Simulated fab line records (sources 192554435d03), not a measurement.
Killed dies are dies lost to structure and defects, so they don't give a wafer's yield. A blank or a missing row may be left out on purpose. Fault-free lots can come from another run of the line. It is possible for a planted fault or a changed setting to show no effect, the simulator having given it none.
Matching of chambers ; flow n5-finfet ; cmp-02 running N5_ILD0_CMP_03: 4 sister chambers
The step polishes, stops on SiNx, t overpolish 1.9 s, target thk 197.38 nm. 8 wafers are shown with their chamber, then 7 later ones without.

== WAFERS WITH THEIR CHAMBER ==
wafer;chamber;motor-current-A (A);time-to-endpoint-s (s)
L082.3;2;13.1;69
L083.3;1;12.3;68
L083.4;3;12.0;68
L084.1;2;12.3;67
L084.3;0;11.1;62
L084.4;1;11.6;63
L087.2;0;10.8;69
L087.4;3;12.3;71

== WAFERS MISSING THEIR CHAMBER ==
wafer;motor-current-A (A);time-to-endpoint-s (s)
L087.6;12.2;70
L088.2;12.0;69
L088.4;13.1;75
L088.6;12.1;77
L096.2;10.6;64
L096.4;11.3;61
L096.5;13.2;74

== WHICH CHAMBER EACH WENT THROUGH ==
wafer;from the rows above;in truth
L087.6;can't be placed: 3 or 2 or 1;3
L088.2;can't be placed: 3 or 1 or 2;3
L088.4;can't be placed: 2 or 3 or 1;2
L088.6;can't be placed: 3 or 2 or 1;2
L096.2;0;0
L096.4;can't be placed: 0 or 1 or 3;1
L096.5;can't be placed: 2 or 3 or 1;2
Placed correctly: 1 of 7. Can't be placed from these rows: 6 (the true chamber is among the candidates in 6). Wrongly placed: 0.
How it was worked out, from the rows above alone: a wafer's distance from a chamber is the root of the sum, over the readings, of the square of ((its reading less the chamber's mean) divided by the reading's scatter). The wafer belongs to the nearest chamber; if the next one is less than 2 further off, it can't be placed. A chamber's mean is the mean of its shown wafers. The scatter is the square root of a quotient: the sum, over the shown wafers, of each reading's squared deviation from its chamber's mean, divided by wafers minus chambers.
